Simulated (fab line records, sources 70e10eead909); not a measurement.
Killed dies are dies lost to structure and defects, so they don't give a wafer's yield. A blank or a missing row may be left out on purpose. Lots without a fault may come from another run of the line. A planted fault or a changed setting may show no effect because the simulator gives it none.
fab line records | flow nand_harc
record lots=24 wafers=72 last_day=34
route steps=1302 shown A_CONTACT@1008
lots that met no fault: from a run of the same line without faults
start_h: hours from the record's first day to the start of the lot's first wafer shown | wait_h: hours since the lot's step before | " the same as in the row above | L1.1+2: a row that stands for several wafers | - no value, or no start given | * or withheld: withheld | < > ~ a bound
route shown NAME@n: a module of which the file shows steps, and the number in the route of the first | usual: mean/standard deviation of fault-free wafers | same: alike in all rows | chamber/n: place in a boat | sites: the reading at each site | _std_site: their standard deviation | _edge_site: outer sites' mean less inner sites' | radius_mm: how far each site lies from the wafer's centre | mask NAME#n: copy n | behind: the tool/chamber that last shaped the wafer | hold: why the lot was held/for how many hours/how that ended | device: the transistor (n, p or np) that didn't switch | end of line: the same wafers' tests at the end of the route | a step without rows: its recipe alone | killed: dies lost to structure and defects at the first sort, not the wafer's yield | map: a wafer's dies, x killed, . not, _ none there
set.NAME: the setting as run; set.NAME@STEP: as run at that earlier step | model.NAME: the simulator's own value behind a step, which no gauge read
steps of the route over a sample of lots; a table a step, a row a wafer
services: from which hour (start_h, from the record's first day; less than 0 if before it) a tool's chamber was out of use, for how many hours, and why
## steps
# step NHARC_A_CONTACT_ETCH_114
# recipe source_w=withheld pressure_mtorr=20 bias_v=3000 time_s=190 target_depth_a=18500 ar_flow_sccm=withheld c4f8_flow_sccm=withheld o2_flow_sccm=withheld chemistry=C4F8/O2/Ar
# columns lot.wafer tool chamber start_h wait_h rf_hours_counter_h
L076.2 har_cap_etch-02 0 504.38 0.1 88
L076.1 " 1 " " 88
L076.3 " 1 " " -
L075.3 har_cap_etch-03 1 504.55 0.1 -
L075.5 " 1 " " -
L075.6 " 0 " " -
L074.1 har_cap_etch-02 1 506.98 0.1 90
L074.2 " 0 " " 90
L074.5 " 1 " " -
L077.2 har_cap_etch-03 1 518.19 0.1 43
L077.3 " 1 " " -
L077.6 " 1 " " -
L078.2 har_cap_etch-01 0 533.48 0.1 4
L078.4 " 0 " " -
L078.5 " 1 " " -
L079.3 har_cap_etch-01 0 550.65 0.1 -
L079.4 " 1 " " -
L079.5 " 0 " " -
L082.1 har_cap_etch-02 0 562.55 0.1 99
L082.5 " 0 " " -
L082.6 " 1 " " -
L080.3 har_cap_etch-01 1 563.22 0.1 -
L080.5 " 1 " " -
L080.6 " 0 " " -
L081.1 har_cap_etch-03 1 588.40 0.1 53
L081.4 " 0 " " -
L081.3 " 1 " " -
L083.1 har_cap_etch-02 0 591.57 0.1 105
L083.6 " 0 " " -
L083.5 " 1 " " -
L085.1 har_cap_etch-01 1 595.90 0.1 14
L085.3 " 1 " " -
L085.5 " 1 " " -
L084.1 har_cap_etch-03 0 596.63 0.1 55
L084.3 " 0 " " -
L084.6 " 1 " " -
L086.1 har_cap_etch-02 0 618.57 0.1 110
L086.4 " 1 " " -
L086.5 " 0 " " -
L088.1 har_cap_etch-03 1 634.90 0.1 62
L088.4 " 0 " " -
L088.5 " 1 " " -
L090.1 har_cap_etch-01 1 639.07 0.1 22
L090.2 " 0 " " 22
L090.3 " 1 " " -
L087.2 har_cap_etch-03 0 639.46 0.1 64
L087.1 " 1 " " 64
L087.3 " 1 " " -
L091.1 har_cap_etch-02 0 644.39 0.1 114
L091.6 " 0 " " -
L091.5 " 1 " " -
L089.3 har_cap_etch-03 1 647.15 0.1 -
L089.6 " 0 " " -
L089.5 " 1 " " -
L092.2 har_cap_etch-01 1 662.59 0.1 30
L092.1 " 0 " " 30
L092.5 " 1 " " -
L095.1 har_cap_etch-02 1 688.79 0.1 122
L095.4 " 1 " " -
L095.3 " 0 " " -
L094.1 har_cap_etch-03 1 692.61 0.1 75
L094.3 " 0 " " -
L094.4 " 1 " " -
L093.2 har_cap_etch-01 1 693.17 0.1 33
L093.4 " 1 " " -
L093.6 " 0 " " -
L096.1 har_cap_etch-02 0 722.57 0.1 128
L096.4 " 1 " " -
L096.6 " 0 " " -
L097.2 har_cap_etch-03 0 725.61 0.1 80
L097.1 " 1 " " 80
L097.5 " 1 " " -
# step NHARC_A_CONTACT_ETCH_120
# recipe source_w=withheld pressure_mtorr=20 bias_v=3000 time_s=190 target_depth_a=18500 ar_flow_sccm=withheld c4f8_flow_sccm=withheld o2_flow_sccm=withheld chemistry=C4F8/O2/Ar
# columns lot.wafer tool chamber start_h wait_h rf_hours_counter_h
L076.2 har_cap_etch-02 0 505.41 0.1 89
L076.1 " 1 " " 89
L076.3 " 1 " " -
L075.3 har_cap_etch-03 1 505.57 0.1 -
L075.5 " 1 " " -
L075.6 " 0 " " -
L074.1 har_cap_etch-02 1 508.01 0.1 91
L074.2 " 0 " " 91
L074.5 " 1 " " -
L077.2 har_cap_etch-03 1 519.22 0.1 44
L077.3 " 1 " " -
L077.6 " 1 " " -
L078.2 har_cap_etch-01 0 534.50 0.1 5
L078.4 " 0 " " -
L078.5 " 1 " " -
L079.3 har_cap_etch-01 0 551.68 0.1 -
L079.4 " 1 " " -
L079.5 " 0 " " -
L082.1 har_cap_etch-02 0 563.57 0.1 100
L082.5 " 0 " " -
L082.6 " 1 " " -
L080.3 har_cap_etch-01 1 564.24 0.1 -
L080.5 " 1 " " -
L080.6 " 0 " " -
L081.1 har_cap_etch-03 1 589.42 0.1 54
L081.4 " 0 " " -
L081.3 " 1 " " -
L083.1 har_cap_etch-02 0 592.59 0.1 106
L083.6 " 0 " " -
L083.5 " 1 " " -
L085.1 har_cap_etch-01 1 596.93 0.1 14
L085.3 " 1 " " -
L085.5 " 1 " " -
L084.1 har_cap_etch-03 0 597.66 0.1 56
L084.3 " 0 " " -
L084.6 " 1 " " -
L086.1 har_cap_etch-02 0 619.59 0.1 111
L086.4 " 1 " " -
L086.5 " 0 " " -
L088.1 har_cap_etch-03 1 635.92 0.1 63
L088.4 " 0 " " -
L088.5 " 1 " " -
L090.1 har_cap_etch-01 1 640.09 0.1 23
L090.2 " 0 " " 23
L090.3 " 1 " " -
L087.2 har_cap_etch-03 0 640.49 0.1 65
L087.1 " 1 " " 65
L087.3 " 1 " " -
L091.1 har_cap_etch-02 0 645.42 0.1 115
L091.6 " 0 " " -
L091.5 " 1 " " -
L089.3 har_cap_etch-03 1 648.19 0.1 -
L089.6 " 0 " " -
L089.5 " 1 " " -
L092.2 har_cap_etch-01 1 663.90 0.2 31
L092.1 " 0 " " 31
L092.5 " 1 " " -
L095.1 har_cap_etch-02 1 689.81 0.1 123
L095.4 " 1 " " -
L095.3 " 0 " " -
L094.1 har_cap_etch-03 1 693.64 0.1 76
L094.3 " 0 " " -
L094.4 " 1 " " -
L093.2 har_cap_etch-01 1 694.19 0.1 34
L093.4 " 1 " " -
L093.6 " 0 " " -
L096.1 har_cap_etch-02 0 723.61 0.1 129
L096.4 " 1 " " -
L096.6 " 0 " " -
L097.2 har_cap_etch-03 0 726.62 0.1 81
L097.1 " 1 " " 81
L097.5 " 1 " " -
# step NHARC_A_CONTACT_STRIP_55
# recipe o2_flow_sccm=500 ar_flow_sccm=0 bias_w=0 chemistry=O2
# usual drypump_motor_current_A=5.9/0.5 oes_product_au=0.999/0.011 rf_vpp_V=57.8/0.91 showerhead_plenum_p_Torr=3.56/0.18 throttle_valve_pct=17.037/0.0097
# columns lot.wafer tool chamber start_h wait_h drypump_motor_current_A oes_product_au rf_hours_counter_h rf_vpp_V showerhead_plenum_p_Torr throttle_valve_pct
L076.2 rie_diel-09 3 - - 5.7 0.996 0 59.5 3.48 17.030
L076.1 " 0 " " 5.2 0.998 0 57.9 3.73 17.040
L076.3 " 2 " " 6.0 0.996 0 56.8 3.81 17.035
L075.3 rie_diel-08 1 - - 6.5 1.006 45 56.4 3.43 17.036
L075.6 " 1 " " 6.5 0.998 - 58.4 3.43 17.045
L075.5 " 2 " " 5.6 0.996 - 58.0 3.54 17.043
L074.1 rie_diel-09 2 - - 6.0 0.997 0 59.0 3.81 17.037
L074.2 " 3 " " 5.7 0.999 0 58.1 3.48 17.032
L074.5 " 1 " " 6.3 1.006 - 57.4 3.35 17.027
L077.3 rie_diel-09 1 - - 6.3 1.003 2 56.9 3.34 17.039
L077.2 " 0 " " 5.2 1.008 2 60.0 3.73 17.016
L077.6 " 1 " " 6.4 1.001 - 56.8 3.34 17.037
L078.2 rie_diel-09 2 - - 6.0 1.000 6 58.0 3.80 17.039
L078.4 " 0 " " 5.2 1.021 5 57.3 3.73 17.047
L078.5 " 2 " " 6.0 0.990 - 59.5 3.80 17.047
L079.4 rie_diel-11 1 - - 6.2 0.996 35 57.6 3.42 17.049
L079.3 " 3 " " 6.1 0.994 34 57.7 3.55 17.047
L079.5 " 1 " " 6.2 1.001 - 58.3 3.42 17.038
L082.1 rie_diel-08 3 - - 6.3 0.993 3 58.3 3.73 17.022
L082.5 " 0 " " 4.9 0.993 - 57.5 3.77 17.024
L082.6 " 2 " " 5.5 1.012 - 58.1 3.53 17.036
L080.3 rie_diel-09 0 - - 5.2 1.010 8 57.3 3.73 17.053
L080.6 " 0 " " 5.2 1.022 - 55.8 3.73 17.045
L080.5 " 1 " " 6.3 0.999 - 57.3 3.34 17.033
L081.1 rie_diel-11 0 - - 6.2 0.989 50 58.1 3.28 17.038
L081.4 " 2 " " 6.6 0.981 57 59.0 3.44 17.054
L081.3 " 3 " " 6.1 1.000 49 57.9 3.54 17.040
L083.1 rie_diel-11 2 - - 6.6 0.994 57 56.3 3.44 17.017
L083.6 " 2 " " 6.6 0.994 - 56.8 3.44 17.048
L083.5 " 3 " " 6.1 0.998 - 58.2 3.54 17.047
L085.1 rie_diel-09 1 - - 6.3 1.001 15 58.0 3.34 17.046
L085.3 " 3 " " 5.7 0.993 13 58.8 3.48 17.045
L085.5 " 2 " " 6.0 0.996 - 58.8 3.80 17.046
L084.3 rie_diel-09 3 - - 5.7 1.000 13 57.9 3.48 17.061
L084.1 " 1 " " 6.3 1.000 15 55.8 3.34 17.033
L084.6 " 3 " " 5.7 1.007 - 58.1 3.48 17.043
L086.4 rie_diel-09 1 - - 6.3 1.005 18 56.7 3.34 17.033
L086.1 " 3 " " 5.7 1.006 16 58.1 3.48 17.051
L086.5 " 1 " " 6.3 1.003 - 57.5 3.34 17.037
L088.4 rie_diel-11 0 - - 6.2 0.989 4 56.4 3.81 17.030
L088.1 " 3 " " 6.1 0.983 4 57.4 3.54 17.054
L088.5 " 1 " " 6.2 0.998 - 57.6 3.40 17.027
L090.2 rie_diel-08 2 - - 5.5 1.009 28 57.3 3.52 17.034
L090.3 " 3 " " 6.3 0.997 29 57.5 3.72 17.052
L090.1 " 0 " " 4.9 0.992 28 57.1 3.75 17.049
L087.2 rie_diel-11 2 - - 6.6 0.980 8 57.4 3.43 17.038
L087.1 " 3 " " 6.1 0.976 5 58.8 3.54 17.034
L087.3 " 0 " " 6.2 0.987 5 57.8 3.81 17.039
L091.1 rie_diel-11 2 - - 6.6 0.978 9 56.6 3.43 17.046
L091.5 " 3 " " 6.1 0.977 - 58.5 3.53 17.033
L091.6 " 0 " " 6.2 0.996 - 59.5 3.80 17.065
L089.3 rie_diel-08 3 - - 6.3 1.002 33 58.3 3.72 17.035
L089.6 " 2 " " 5.5 1.013 - 57.7 3.51 17.037
L089.5 " 3 " " 6.3 1.007 - 58.0 3.72 17.042
L092.2 rie_diel-08 0 - - 4.8 0.997 40 59.2 3.75 17.025
L092.1 " 1 " " 6.4 1.005 36 57.1 3.40 17.036
L092.5 " 0 " " 4.8 1.000 - 58.0 3.75 17.039
L095.4 rie_diel-08 0 - - 4.8 0.997 47 59.4 3.74 17.029
L095.3 " 1 " " 6.5 1.012 43 57.8 3.40 17.026
L095.1 " 2 " " 5.5 1.014 43 58.2 3.51 17.024
L094.4 rie_diel-09 1 - - 6.4 0.993 2 57.4 3.33 17.025
L094.3 " 2 " " 6.0 0.984 1 57.4 3.79 17.044
L094.1 " 3 " " 5.7 0.976 1 57.7 3.47 17.026
L093.2 rie_diel-09 0 - - 5.2 0.997 1 60.2 3.72 17.047
L093.4 " 2 " " 6.0 0.990 2 58.9 3.79 17.039
L093.6 " 0 " " 5.1 1.005 - 58.2 3.72 17.056
L096.1 rie_diel-09 1 - - 6.3 1.005 7 56.1 3.33 17.039
L096.4 " 1 " " 6.3 1.001 - 57.6 3.33 17.044
L096.6 " 0 " " 5.2 0.991 - 59.0 3.71 17.044
L097.1 rie_diel-11 1 - - 6.2 1.013 33 58.1 3.39 17.050
L097.2 " 2 " " 6.6 1.003 32 57.5 3.42 17.049
L097.5 " 1 " " 6.2 1.016 - 57.3 3.39 17.042
# step NHARC_A_CONTACT_DESCUM_74
# recipe time_s=3 o2_flow_sccm=200 ar_flow_sccm=0 bias_power_w=0 chemistry=O2
# usual drypump_motor_current_A=5.9/0.44 oes_product_au=1.001/0.013 rf_vpp_V=57.8/0.9 showerhead_plenum_p_Torr=1.93/0.1 throttle_valve_pct=11.310/0.0087
# columns lot.wafer tool chamber start_h wait_h drypump_motor_current_A oes_product_au rf_hours_counter_h rf_vpp_V showerhead_plenum_p_Torr throttle_valve_pct
L076.3 rie_diel-09 0 512.20 0.1 5.2 1.023 0 58.0 2.03 11.311
L076.1 " 1 " " 6.3 1.022 0 56.6 1.81 11.306
L076.2 " 3 " " 5.7 1.010 0 57.2 1.89 11.317
L075.3 rie_diel-11 1 512.38 0.1 6.1 0.998 20 58.9 1.85 11.321
L075.5 " 0 " " 6.2 0.980 - 57.5 1.78 11.310
L075.6 " 1 " " 6.2 0.993 - 57.1 1.86 11.300
L074.2 rie_diel-09 3 515.33 0.1 5.7 1.005 1 57.5 1.89 11.312
L074.1 " 0 " " 5.2 1.010 1 59.3 2.03 11.302
L074.5 " 3 " " 5.7 0.997 - 58.5 1.89 11.299
L077.3 rie_diel-09 1 527.72 0.1 6.3 1.009 3 57.4 1.81 11.303
L077.2 " 3 " " 5.7 1.004 3 57.3 1.89 11.305
L077.6 " 1 " " 6.3 1.007 - 58.0 1.81 11.307
L078.4 rie_diel-08 1 541.51 0.1 6.5 0.999 60 58.6 1.85 11.310
L078.2 " 0 " " 4.8 0.999 62 58.9 2.06 11.318
L078.5 " 2 " " 5.5 1.002 - 58.7 1.92 11.321
L079.3 rie_diel-09 2 563.32 0.1 6.0 1.011 9 59.2 2.07 11.299
L079.4 " 1 " " 6.3 1.020 7 57.3 1.81 11.316
L079.5 " 2 " " 6.0 1.000 - 58.1 2.07 11.317
L082.1 rie_diel-11 0 570.30 0.1 6.2 0.985 40 56.5 1.77 11.299
L082.6 " 0 " " 6.2 1.001 - 56.9 1.77 11.299
L082.5 " 1 " " 6.2 0.998 - 56.8 1.85 11.311
L080.3 rie_diel-09 2 570.97 0.1 6.0 1.003 9 58.5 2.07 11.316
L080.6 " 2 " " 6.0 0.994 - 59.1 2.07 11.316
L080.5 " 3 " " 5.7 1.005 - 57.9 1.89 11.310
L081.1 rie_diel-08 1 597.33 0.1 6.4 1.010 10 56.4 1.85 11.315
L081.3 " 2 " " 5.5 1.010 13 57.8 1.91 11.314
L081.4 " 0 " " 4.9 0.996 14 58.4 2.05 11.306
L083.1 rie_diel-11 2 602.41 0.1 6.6 0.993 58 57.8 1.86 11.316
L083.5 " 0 " " 6.2 0.986 - 56.7 1.77 11.320
L083.6 " 2 " " 6.6 0.983 - 58.0 1.86 11.316
L085.1 rie_diel-09 2 606.26 0.1 6.0 1.006 15 57.3 2.07 11.298
L085.3 " 3 " " 5.7 0.998 13 57.9 1.88 11.299
L085.5 " 3 " " 5.6 0.995 - 57.7 1.88 11.304
L084.1 rie_diel-11 0 607.39 0.1 6.2 0.981 53 56.2 1.77 11.317
L084.3 " 2 " " 6.6 0.991 60 59.0 1.86 11.323
L084.6 " 0 " " 6.2 0.985 - 56.7 1.77 11.305
L086.4 rie_diel-09 3 627.12 0.1 5.7 1.002 16 57.0 1.88 11.318
L086.1 " 2 " " 6.0 1.005 19 58.2 2.07 11.303
L086.5 " 0 " " 5.2 1.018 - 57.5 2.03 11.318
L088.4 rie_diel-09 1 642.72 0.1 6.3 1.014 21 56.1 1.80 11.301
L088.1 " 3 " " 5.7 1.004 19 56.7 1.88 11.301
L088.5 " 0 " " 5.2 1.007 - 56.5 2.03 11.317
L090.2 rie_diel-09 1 647.12 0.1 6.3 1.025 22 57.2 1.80 11.284
L090.1 " 2 " " 6.0 1.000 24 58.9 2.07 11.314
L090.3 " 3 " " 5.7 1.004 21 57.2 1.88 11.304
L087.3 rie_diel-09 1 648.80 0.1 6.3 1.020 24 58.3 1.80 11.298
L087.2 " 2 " " 6.0 0.996 25 58.2 2.07 11.301
L087.1 " 0 " " 5.1 1.017 22 57.3 2.03 11.323
L091.1 rie_diel-09 3 652.30 0.1 5.7 0.992 23 58.7 1.88 11.318
L091.5 " 2 " " 6.0 0.992 - 58.4 2.07 11.316
L091.6 " 3 " " 5.7 1.003 - 58.1 1.88 11.313
L089.3 rie_diel-09 3 655.72 0.1 5.7 0.999 23 56.9 1.88 11.303
L089.6 " 1 " " 6.3 1.008 - 58.9 1.80 11.315
L089.5 " 2 " " 6.0 0.996 - 59.3 2.07 11.310
L092.2 rie_diel-09 3 672.03 0.1 5.7 1.001 27 57.4 1.88 11.314
L092.1 " 1 " " 6.3 1.014 29 58.1 1.80 11.304
L092.5 " 0 " " 5.2 1.018 - 59.4 2.02 11.308
L095.1 rie_diel-09 2 696.68 0.1 6.0 0.982 2 58.4 2.07 11.304
L095.3 " 3 " " 5.7 0.973 1 58.5 1.88 11.315
L095.4 " 0 " " 5.2 0.995 1 59.0 2.02 11.317
L094.3 rie_diel-11 1 700.59 0.1 6.2 1.007 24 57.8 1.84 11.313
L094.1 " 2 " " 6.6 0.970 27 57.1 1.85 11.315
L094.4 " 3 " " 6.1 0.997 27 57.7 1.91 11.296
L093.2 rie_diel-09 0 703.08 0.1 5.2 0.992 2 58.1 2.02 11.315
L093.4 " 1 " " 6.3 0.993 3 57.4 1.80 11.301
L093.6 " 0 " " 5.2 0.994 - 57.1 2.02 11.324
L096.1 rie_diel-11 3 731.70 0.1 6.1 0.989 36 56.6 1.91 11.326
L096.4 " 1 " " 6.2 1.004 33 57.4 1.83 11.319
L096.6 " 0 " " 6.2 0.996 - 58.3 2.06 11.296
L097.1 rie_diel-09 1 734.95 0.1 6.3 1.005 8 58.7 1.80 11.313
L097.2 " 0 " " 5.2 0.994 9 58.3 2.02 11.310
L097.5 " 1 " " 6.3 1.005 - 58.4 1.80 11.311
# step NHARC_A_CONTACT_ETCH_75
# recipe target_depth_a=390 over_etch_frac=0.3 time_s=65 ion_energy_ev=80 cf4_flow_sccm=150 ar_flow_sccm=0 rf_w=300 bias_w=100 chemistry=CF4
# usual drypump_motor_current_A=5.9/0.45 oes_product_au=1.001/0.011 rf_vpp_V=151.4/1.4 showerhead_plenum_p_Torr=1.78/0.09 throttle_valve_pct=13.283/0.0095
# same over_etch_frac=0.3
# columns lot.wafer tool chamber start_h wait_h drypump_motor_current_A oes_product_au rf_hours_counter_h rf_vpp_V showerhead_plenum_p_Torr throttle_valve_pct
L076.1 rie_diel-09 2 512.29 0.1 6.0 1.009 0 154.6 1.91 13.289
L076.3 " 3 " " 5.7 0.998 0 151.5 1.75 13.285
L076.2 " 0 " " 5.2 1.025 0 151.9 1.87 13.282
L075.3 rie_diel-11 2 512.47 0.1 6.6 0.995 23 151.5 1.73 13.290
L075.6 " 0 " " 6.2 0.990 - 148.8 1.65 13.272
L075.5 " 1 " " 6.2 0.997 - 149.4 1.72 13.283
L074.2 rie_diel-09 1 515.42 0.1 6.3 1.009 1 150.7 1.68 13.304
L074.1 " 2 " " 6.0 0.999 1 153.5 1.91 13.300
L074.5 " 3 " " 5.7 0.998 - 152.1 1.75 13.287
L077.3 rie_diel-09 0 527.81 0.1 5.2 1.017 3 153.6 1.87 13.276
L077.2 " 1 " " 6.3 0.998 3 150.1 1.68 13.278
L077.6 " 2 " " 6.0 1.003 - 153.0 1.91 13.283
L078.4 rie_diel-08 0 541.59 0.1 4.8 0.999 62 152.7 1.89 13.272
L078.2 " 2 " " 5.5 0.995 58 151.1 1.77 13.283
L078.5 " 0 " " 4.8 0.991 - 153.4 1.89 13.294
L079.3 rie_diel-09 2 563.41 0.1 6.0 1.004 9 153.5 1.91 13.276
L079.4 " 0 " " 5.2 1.019 7 153.7 1.87 13.278
L079.5 " 2 " " 6.0 1.004 - 152.3 1.91 13.283
L082.1 rie_diel-11 0 570.39 0.1 6.2 0.999 40 149.1 1.65 13.274
L082.5 " 0 " " 6.2 0.997 - 149.5 1.65 13.276
L082.6 " 1 " " 6.2 1.007 - 150.7 1.71 13.277
L080.3 rie_diel-09 2 571.05 0.1 6.0 0.999 9 154.3 1.91 13.281
L080.6 " 2 " " 6.0 1.008 - 153.3 1.91 13.284
L080.5 " 3 " " 5.7 1.008 - 150.8 1.74 13.280
L081.4 rie_diel-08 1 597.42 0.1 6.5 1.010 10 149.7 1.71 13.262
L081.1 " 2 " " 5.5 1.016 13 150.6 1.77 13.275
L081.3 " 3 " " 6.3 0.987 15 151.7 1.87 13.296
L083.1 rie_diel-11 2 602.52 0.1 6.6 0.981 58 151.3 1.72 13.280
L083.6 " 0 " " 6.2 1.007 - 150.8 1.65 13.280
L083.5 " 2 " " 6.6 1.000 - 150.6 1.72 13.266
L085.1 rie_diel-09 0 606.35 0.1 5.2 1.017 14 152.7 1.87 13.291
L085.3 " 2 " " 6.0 1.011 15 152.3 1.90 13.285
L085.5 " 1 " " 6.3 1.007 - 148.4 1.67 13.284
L084.3 rie_diel-11 3 607.50 0.1 6.1 0.994 53 150.8 1.77 13.306
L084.1 " 0 " " 6.2 0.997 53 150.0 1.64 13.270
L084.6 " 0 " " 6.2 0.998 - 149.6 1.64 13.276
L086.1 rie_diel-09 3 627.21 0.1 5.7 1.009 16 151.8 1.74 13.284
L086.4 " 0 " " 5.1 1.018 16 152.0 1.87 13.288
L086.5 " 2 " " 6.0 1.009 - 152.1 1.90 13.273
L088.4 rie_diel-09 2 642.79 0.1 6.0 0.999 22 152.5 1.90 13.282
L088.1 " 3 " " 5.7 0.990 19 151.7 1.74 13.282
L088.5 " 2 " " 6.0 0.996 - 153.0 1.90 13.279
L090.3 rie_diel-09 0 647.21 0.1 5.2 1.017 21 152.5 1.86 13.291
L090.1 " 1 " " 6.3 1.014 22 150.6 1.67 13.285
L090.2 " 3 " " 5.7 1.010 21 153.2 1.74 13.274
L087.1 rie_diel-09 3 648.89 0.1 5.7 0.998 22 150.7 1.74 13.290
L087.3 " 1 " " 6.3 1.000 24 149.2 1.67 13.287
L087.2 " 2 " " 6.0 1.004 25 154.1 1.90 13.269
L091.1 rie_diel-09 2 652.39 0.1 6.0 0.999 26 153.2 1.90 13.286
L091.6 " 1 " " 6.3 1.014 - 149.5 1.67 13.279
L091.5 " 2 " " 6.0 0.993 - 153.7 1.90 13.291
L089.3 rie_diel-09 1 655.80 0.1 6.3 0.989 26 150.3 1.67 13.295
L089.5 " 3 " " 5.7 1.006 - 150.6 1.74 13.297
L089.6 " 0 " " 5.2 1.015 - 151.7 1.86 13.295
L092.1 rie_diel-09 2 672.12 0.1 6.0 0.999 30 153.8 1.90 13.287
L092.2 " 3 " " 5.7 1.008 27 149.9 1.74 13.287
L092.5 " 2 " " 6.0 0.996 - 151.7 1.90 13.275
L095.1 rie_diel-09 3 696.77 0.1 5.7 0.984 1 152.3 1.74 13.279
L095.4 " 0 " " 5.2 0.988 1 153.1 1.86 13.293
L095.3 " 1 " " 6.3 1.005 2 150.3 1.67 13.270
L094.3 rie_diel-11 0 700.66 0.1 6.2 1.003 24 152.3 1.90 13.284
L094.1 " 1 " " 6.2 1.001 24 149.3 1.70 13.278
L094.4 " 2 " " 6.6 0.985 27 151.9 1.72 13.295
L093.2 rie_diel-09 3 703.16 0.1 5.7 0.984 2 151.4 1.74 13.276
L093.4 " 2 " " 6.0 0.989 2 153.5 1.90 13.281
L093.6 " 3 " " 5.7 0.983 - 150.3 1.74 13.279
L096.4 rie_diel-11 1 731.87 0.1 6.1 1.006 33 150.1 1.70 13.291
L096.1 " 0 " " 6.2 0.988 34 152.1 1.90 13.281
L096.6 " 2 " " 6.5 0.981 - 150.6 1.71 13.287
L097.2 rie_diel-09 3 735.05 0.1 5.7 0.980 6 150.7 1.74 13.279
L097.1 " 0 " " 5.2 0.998 9 151.3 1.86 13.280
L097.5 " 1 " " 6.3 1.006 - 150.3 1.67 13.268
# step NHARC_A_CONTACT_ETCH_127
# recipe source_w=withheld pressure_mtorr=20 bias_v=3000 time_s=197 target_depth_a=19180 ar_flow_sccm=withheld c4f8_flow_sccm=withheld o2_flow_sccm=withheld chemistry=C4F8/O2/Ar
# columns lot.wafer tool chamber start_h wait_h rf_hours_counter_h
L076.2 har_cap_etch-03 0 514.29 0.1 42
L076.1 " 1 " " 42
L076.3 " 1 " " -
L075.3 har_cap_etch-02 1 514.56 0.1 -
L075.5 " 0 " " -
L075.6 " 1 " " -
L074.2 har_cap_etch-01 0 517.42 0.1 0
L074.1 " 1 " " 0
L074.5 " 1 " " -
L077.2 har_cap_etch-02 1 529.82 0.1 96
L077.3 " 1 " " -
L077.6 " 1 " " -
L078.2 har_cap_etch-02 0 543.63 0.1 97
L078.4 " 1 " " -
L078.5 " 1 " " -
L079.3 har_cap_etch-03 1 565.48 0.1 -
L079.4 " 0 " " -
L079.5 " 0 " " -
L082.1 har_cap_etch-02 0 572.42 0.1 102
L082.5 " 1 " " -
L082.6 " 0 " " -
L080.3 har_cap_etch-01 1 573.11 0.1 -
L080.5 " 1 " " -
L080.6 " 0 " " -
L081.1 har_cap_etch-02 1 599.45 0.1 107
L081.4 " 0 " " -
L081.3 " 1 " " -
L083.1 har_cap_etch-01 0 604.83 0.1 16
L083.6 " 1 " " -
L083.5 " 0 " " -
L085.1 har_cap_etch-03 1 608.39 0.1 57
L085.3 " 0 " " -
L085.5 " 1 " " -
L084.1 har_cap_etch-02 0 609.89 0.1 109
L084.3 " 1 " " -
L084.6 " 0 " " -
L086.1 har_cap_etch-01 0 629.22 0.1 20
L086.4 " 1 " " -
L086.5 " 0 " " -
L088.1 har_cap_etch-01 0 645.03 0.2 24
L088.4 " 1 " " -
L088.5 " 0 " " -
L090.2 har_cap_etch-02 0 649.24 0.1 116
L090.1 " 1 " " 116
L090.3 " 1 " " -
L087.2 har_cap_etch-01 1 650.91 0.1 26
L087.1 " 0 " " 26
L087.3 " 0 " " -
L091.1 har_cap_etch-03 0 654.85 0.1 69
L091.5 " 0 " " -
L091.6 " 1 " " -
L089.3 har_cap_etch-01 1 657.90 0.1 -
L089.5 " 0 " " -
L089.6 " 1 " " -
L092.2 har_cap_etch-03 0 674.12 0.1 73
L092.1 " 1 " " 73
L092.5 " 0 " " -
L095.1 har_cap_etch-02 1 698.81 0.1 124
L095.3 " 0 " " -
L095.4 " 1 " " -
L094.1 har_cap_etch-03 0 702.71 0.1 77
L094.3 " 1 " " -
L094.4 " 0 " " -
L093.2 har_cap_etch-01 1 705.16 0.1 36
L093.4 " 1 " " -
L093.6 " 1 " " -
L096.1 har_cap_etch-02 0 734.16 0.1 130
L096.4 " 0 " " -
L096.6 " 0 " " -
L097.1 har_cap_etch-03 1 737.05 0.1 83
L097.2 " 0 " " 83
L097.5 " 0 " " -
## services
# columns tool chamber start_h hours kind
rie_diel-11 0 485.74 1.2 repair
rie_diel-09 0 488.89 4.7 repair
rie_diel-09 - 497.14 9.0 pm
rie_diel-09 0 497.14 9.0 vent_cycle
rie_diel-09 1 497.14 9.0 vent_cycle
rie_diel-09 2 497.14 9.0 vent_cycle
rie_diel-09 3 497.14 9.0 vent_cycle
har_cap_etch-01 - 498.16 17.0 pm
rie_diel-09 0 506.14 - clean
rie_diel-09 1 506.14 - clean
rie_diel-09 1 539.40 16.1 repair
rie_diel-08 - 544.93 9.0 pm
rie_diel-08 1 558.67 8.7 repair
rie_diel-08 - 586.61 0.7 repair
rie_diel-11 1 592.30 20.3 repair
har_cap_etch-02 - 596.77 0.3 repair
rie_diel-11 - 612.99 9.0 pm
rie_diel-09 - 620.17 1.2 repair
rie_diel-09 - 674.14 9.0 pm
rie_diel-08 3 700.99 14.5 repair
rie_diel-11 2 702.89 3.4 repair
har_cap_etch-01 - 707.27 0.3 repair
rie_diel-08 - 723.74 9.0 pm
rie_diel-09 3 725.36 9.6 repair
## key
fault none
